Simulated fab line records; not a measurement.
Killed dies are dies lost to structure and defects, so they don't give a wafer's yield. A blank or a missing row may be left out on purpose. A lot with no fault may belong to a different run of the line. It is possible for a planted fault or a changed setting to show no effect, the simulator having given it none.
Split-lot trial | flow n5_finfet | on a route of 1938 steps: 7 lots, 21 wafers read

== THE SPLIT ITSELF ==
At N5_BEOL_M11_EXPOSE_08 (exposes mask M11), the setting dose_mj was moved away from the recipe's 53.75 on 7 of the 21 wafers read, by -5.2% to +4.7%. The other wafers ran this setting at the recipe's value.

== FROM THE SPLIT TO THE READING: what the file shows between them, 15 steps ==
- N5_BEOL_M11_PEB_09: peb time 60 s
- N5_BEOL_M11_DEVELOP_10: develop time 30 s
- N5_BEOL_M11_CD_MEAS_11: target cd 64.1 nm
- N5_BEOL_M11_DESCUM_16: chemistry O2, time 7.9 s
- N5_BEOL_M11_ETCH_61: etches SiARC in CF4, target depth 39 nm, time 65 s
- N5_BEOL_M11_ETCH_62: etches SOC in N2/H2, target depth 110 nm, overetch 22 nm, time 165 s
- N5_BEOL_M11_STRIP_68: strips in N2/H2
- N5_BEOL_M11_STRIP_67: strips in CF4
- N5_BEOL_M11_HM_OPEN_17: chemistry Cl2/BCl3, target TiN, target depth 20 nm, overetch 6 nm
- N5_BEOL_M11_STRIP_19: strips in O2
- N5_BEOL_M11_CD_MEAS_18: pitch 140 nm, target cd 70 nm
- N5_BEOL_M11_COAT_63: time 60 s, resist thk 100 nm
- N5_BEOL_M11_COAT_64: time 60 s, resist thk 30 nm
- N5_BEOL_M11_PRECLEAN_42: cleans in residue remover, time 60 s
- N5_BEOL_M11_SRD_43: time 30 s

== THE READING ==
cd_nm at N5_BEOL_M11_CD_MEAS_35, given in nm (cd target 70 nm). On this fab line, fault-free wafers typically give 70.0 nm with a standard deviation of 0.6 nm.

wafer  | tool, chamber at the split | dose_mj as run | against the recipe | cd_nm, nm | against lot-mates on the recipe
L077.2 | arfi_scanner-02, 0         | 53.75          | recipe             | 71.0      | -
L077.4 | arfi_scanner-02, 0         | 53.75          | recipe             | 69.8      | -
L077.6 | arfi_scanner-02, 0         | 53.75          | recipe             | 70.7      | -
L081.1 | arfi_scanner-03, 0         | 50.94          | -5.2%              | 66.7      | -3.8
L081.2 | arfi_scanner-03, 0         | 50.94          | -5.2%              | 65.5      | -5.0
L081.3 | arfi_scanner-03, 0         | 53.75          | recipe             | 70.5      | -
L087.1 | arfi_scanner-02, 0         | 53.75          | recipe             | 70.6      | -
L087.3 | arfi_scanner-02, 0         | 53.75          | recipe             | 69.5      | -
L087.6 | arfi_scanner-02, 0         | 53.75          | recipe             | 70.1      | -
L088.3 | arfi_scanner-01, 0         | 53.75          | recipe             | 69.6      | -
L088.4 | arfi_scanner-01, 0         | 56.27          | +4.7%              | 71.3      | +1.4
L088.5 | arfi_scanner-01, 0         | 53.75          | recipe             | 70.3      | -
L089.2 | arfi_scanner-03, 0         | 53.75          | recipe             | 69.7      | -
L089.3 | arfi_scanner-03, 0         | 55.54          | +3.3%              | 72.0      | +2.3
L089.4 | arfi_scanner-03, 0         | 55.54          | +3.3%              | 72.0      | +2.3
L094.2 | arfi_scanner-03, 0         | 53.75          | recipe             | 69.6      | -
L094.5 | arfi_scanner-03, 0         | 55.27          | +2.8%              | 70.9      | +1.2
L094.6 | arfi_scanner-03, 0         | 53.75          | recipe             | 69.7      | -
L097.1 | arfi_scanner-02, 0         | 53.75          | recipe             | 69.7      | -
L097.2 | arfi_scanner-02, 0         | 56.01          | +4.2%              | 72.2      | +2.2
L097.3 | arfi_scanner-02, 0         | 53.75          | recipe             | 70.2      | -

FIT RESULTS
A straight line over all 21 wafers: cd_nm changes by +0.587 nm for each +1% of dose_mj; r = +0.92; the points scatter about the line by 0.63 nm.
The same after taking each lot's own level away (the mean of its wafers on the recipe; 21 wafers): +0.662 nm for each +1%; r = +0.94; scatter 0.61 nm.
According to that fit, moving dose_mj by its largest amount changes the reading by 3.5 nm.
Across the lots, their own levels run from 69.65 to 70.50 nm, a range of 1.4 times the standard deviation given above.
So the slope is not independent of the lot-to-lot level: the two fits are not the same.
Check: with one of the wafers moved furthest among these (-5.2%) left out of the fit, the line predicts -3.62 nm for it against its lot-mates. Against them it came out at -3.8 nm.

== OTHER SPLITS ON THESE WAFERS ==
Other splits were also applied to these wafers ahead of the reading. Each is held against what the fit with the lots' levels taken away leaves over:
other split on the same wafers | wafers away from the commonest value | r with cd_nm (lot level and that fit taken away)
N5_BEOL_M9_EXPOSE_25 dose_mj   | 5                                    | -0.19
N5_BEOL_M10_COAT_64 spin_rpm   | 8                                    | -0.12
N5_BEOL_M11_PECVD_70 time_s    | 8                                    | +0.06

== THE WHOLE CHAIN: every reading that the file lists as answering this split, in the file's order ==
step                   | what it does                                                         | reading                                                                | change (the file's fit)               | r (the file's)
N5_BEOL_M11_CD_MEAS_11 | target cd 64.1 nm                                                    | cd_nm                                                                  | +0.612 nm for each +1% of the setting | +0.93
N5_BEOL_M11_ETCH_61    | etches SiARC in CF4, target depth 39 nm, time 65 s                   | BEOL_M11.cd_offset_nm (the simulator's own value, which no gauge read) | +0.553 nm for each +1% of the setting | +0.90
N5_BEOL_M11_ETCH_62    | etches SOC in N2/H2, target depth 110 nm, overetch 22 nm, time 165 s | BEOL_M11.cd_offset_nm (the simulator's own value, which no gauge read) | +0.536 nm for each +1% of the setting | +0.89
N5_BEOL_M11_HM_OPEN_17 | chemistry Cl2/BCl3, target TiN, target depth 20 nm, overetch 6 nm    | BEOL_M11.cd_offset_nm (the simulator's own value, which no gauge read) | +0.525 nm for each +1% of the setting | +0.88
N5_BEOL_M11_CD_MEAS_18 | pitch 140 nm, target cd 70 nm                                        | cd_nm                                                                  | +0.545 nm for each +1% of the setting | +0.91
N5_BEOL_M11_CD_MEAS_35 | target cd 70 nm                                                      | cd_nm                                                                  | +0.588 nm for each +1% of the setting | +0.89

== THE FILE'S OWN FIT ==
cd_nm changes by +0.588 nm for each +1% of dose_mj, r = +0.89.
